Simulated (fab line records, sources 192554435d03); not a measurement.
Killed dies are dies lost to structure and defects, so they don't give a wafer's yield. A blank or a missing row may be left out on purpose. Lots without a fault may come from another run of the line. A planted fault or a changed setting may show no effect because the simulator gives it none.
Chamber matching | flow n5_finfet | N5_BEOL_M1_ALD_98 on ald_sin-03: 4 sister chambers
The step deposits SiO2, target thk 2.5 nm, pulse time 1 s, co reactant pulse time 1 s. 14 wafers are shown with their chamber, then 7 later ones without.

WAFERS WITH THEIR CHAMBER
wafer  | chamber | heater_power_w (W) | precursor_pulse_height_rel
L075.2 | 1       | 68                 | 0.985
L075.4 | 3       | 63                 | 0.999
L075.6 | 0       | 88                 | 0.957
L079.1 | 2       | 95                 | 0.972
L079.2 | 1       | 68                 | 0.977
L079.3 | 3       | 62                 | 1.019
L082.3 | 3       | 64                 | 1.017
L082.4 | 2       | 94                 | 1.029
L082.6 | 1       | 68                 | 1.015
L087.1 | 1       | 68                 | 1.042
L087.4 | 3       | 64                 | 1.005
L087.5 | 1       | 69                 | 0.991
L088.2 | 1       | 67                 | 1.002
L088.4 | 3       | 64                 | 1.011

SIGNATURES (means of the wafers above)
reading                    | chamber 0 | chamber 1 | chamber 2 | chamber 3 | scatter within a chamber
heater_power_w             | 88.00     | 68.00     | 94.50     | 63.40     | 0.755
precursor_pulse_height_rel | 0.95700   | 1.00200   | 1.00050   | 1.01020   | 0.0217
Rule: a wafer's distance from a chamber is the root of the sum, over the readings, of the square of ((its reading less the chamber's mean) divided by the reading's scatter). The wafer belongs to the nearest chamber; if the next one is less than 2 further off, it can't be placed. The scatter: the root of (the sum of the squares of (reading less its chamber's mean) over the shown wafers, divided by (wafers less chambers)).

WAFERS WITHOUT THEIR CHAMBER
wafer  | heater_power_w (W) | precursor_pulse_height_rel
L088.5 | 89                 | 1.002
L092.1 | 94                 | 0.973
L092.3 | 69                 | 1.002
L092.4 | 87                 | 0.996
L097.1 | 70                 | 0.976
L097.5 | 96                 | 1.022
L097.6 | 61                 | 0.995

WHICH CHAMBER EACH WENT THROUGH
wafer  | from the rows above | in truth
L088.5 | 0                   | 0
L092.1 | 2                   | 2
L092.3 | 1                   | 1
L092.4 | 0                   | 0
L097.1 | 1                   | 1
L097.5 | 2                   | 2
L097.6 | 3                   | 3
Placed correctly: 7 of 7. Can't be placed from these rows: 0. Placed wrongly: 0.
